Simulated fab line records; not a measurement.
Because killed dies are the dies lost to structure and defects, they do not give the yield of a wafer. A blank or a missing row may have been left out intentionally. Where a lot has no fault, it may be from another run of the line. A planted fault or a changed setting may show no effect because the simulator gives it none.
The tool behind it: which one? / flow n5-finfet / 36 wafers from 12 lots sampled at 2 of the route's 1938 steps

== WHAT THE GAUGES SHOWED, per wafer ==
N5_MOL_CONTACT_COAG_CD_MEAS_137 targets a cd of 16 nm.
lot=L075; measured=day 5 12:34; on=cd-sem-02; cd-nm (nm)=15.8 16.0 15.7
lot=L077; measured=day 5 21:46; on=cd-sem-03; cd-nm (nm)=15.9 14.9 15.9
lot=L079; measured=day 6 10:52; on=cd-sem-01; cd-nm (nm)=16.3 16.2 16.4
lot=L081; measured=day 7 01:59; on=cd-sem-01; cd-nm (nm)=16.7 15.9 16.0
lot=L083; measured=day 7 15:40; on=cd-sem-02; cd-nm (nm)=16.1 15.5 15.7
lot=L085; measured=day 7 23:05; on=cd-sem-01; cd-nm (nm)=16.5 16.0 16.3
lot=L087; measured=day 8 09:52; on=cd-sem-02; cd-nm (nm)=15.7 16.1 15.7
lot=L089; measured=day 9 03:52; on=cd-sem-01; cd-nm (nm)=15.9 15.9 16.0
lot=L091; measured=day 9 09:17; on=cd-sem-03; cd-nm (nm)=16.2 15.4 16.1
lot=L093; measured=day 10 00:53; on=cd-sem-02; cd-nm (nm)=15.8 15.4 15.8
lot=L095; measured=day 10 07:25; on=cd-sem-02; cd-nm (nm)=16.4 15.7 16.3
lot=L097; measured=day 10 20:49; on=cd-sem-03; cd-nm (nm)=16.7 16.4 15.5

== WHAT TOOL EACH LOT RAN ON (gives the tool, then ch and the chambers of the sampled wafers, and finally the start) ==
lot=L075; N5_MOL_CONTACT_COAG_STRIP_96=rie-diel-01 ch 0,2,3, day 5 12:17
lot=L077; N5_MOL_CONTACT_COAG_STRIP_96=rie-diel-04 ch 0,2, day 5 21:30
lot=L079; N5_MOL_CONTACT_COAG_STRIP_96=rie-diel-03 ch 1,3, day 6 10:36
lot=L081; N5_MOL_CONTACT_COAG_STRIP_96=rie-diel-04 ch 1,2,3, day 7 01:43
lot=L083; N5_MOL_CONTACT_COAG_STRIP_96=rie-diel-01 ch 0,2,3, day 7 15:24
lot=L085; N5_MOL_CONTACT_COAG_STRIP_96=rie-diel-03 ch 0,2,3, day 7 22:49
lot=L087; N5_MOL_CONTACT_COAG_STRIP_96=rie-diel-01 ch 0,1, day 8 09:34
lot=L089; N5_MOL_CONTACT_COAG_STRIP_96=rie-diel-03 ch 0,1, day 9 03:35
lot=L091; N5_MOL_CONTACT_COAG_STRIP_96=rie-diel-04 ch 0,1,2, day 9 09:01
lot=L093; N5_MOL_CONTACT_COAG_STRIP_96=rie-diel-03 ch 0,2,3, day 10 00:37
lot=L095; N5_MOL_CONTACT_COAG_STRIP_96=rie-diel-04 ch 0,3, day 10 07:08
lot=L097; N5_MOL_CONTACT_COAG_STRIP_96=rie-diel-03 ch 1,2,3, day 10 20:32
- N5_MOL_CONTACT_COAG_STRIP_96: strips in N2/H2.

== THE ANSWER, worked out from the rows above alone ==
Rule: the lots themselves supply what counts as usual. The widest of any qualifying gaps counts: lots, ordered by their means at a reading, are off when they make up no more than a third of the lots, leave a main group of 4 or more, and stand apart from it by 3 or more times the standard deviation of that group's means. A main group is skipped when, at the precision printed for the reading in the tables above, its means are all equal. Also off: a lot with no number at a reading for which 4 or more lots have one. Where the step has rows for the other lots, those lots are counted as sound.
Across all readings shown, no lot is off: no conclusion can be drawn from this.

== WHAT HAD BEEN PUT IN BY THE SIMULATOR ==
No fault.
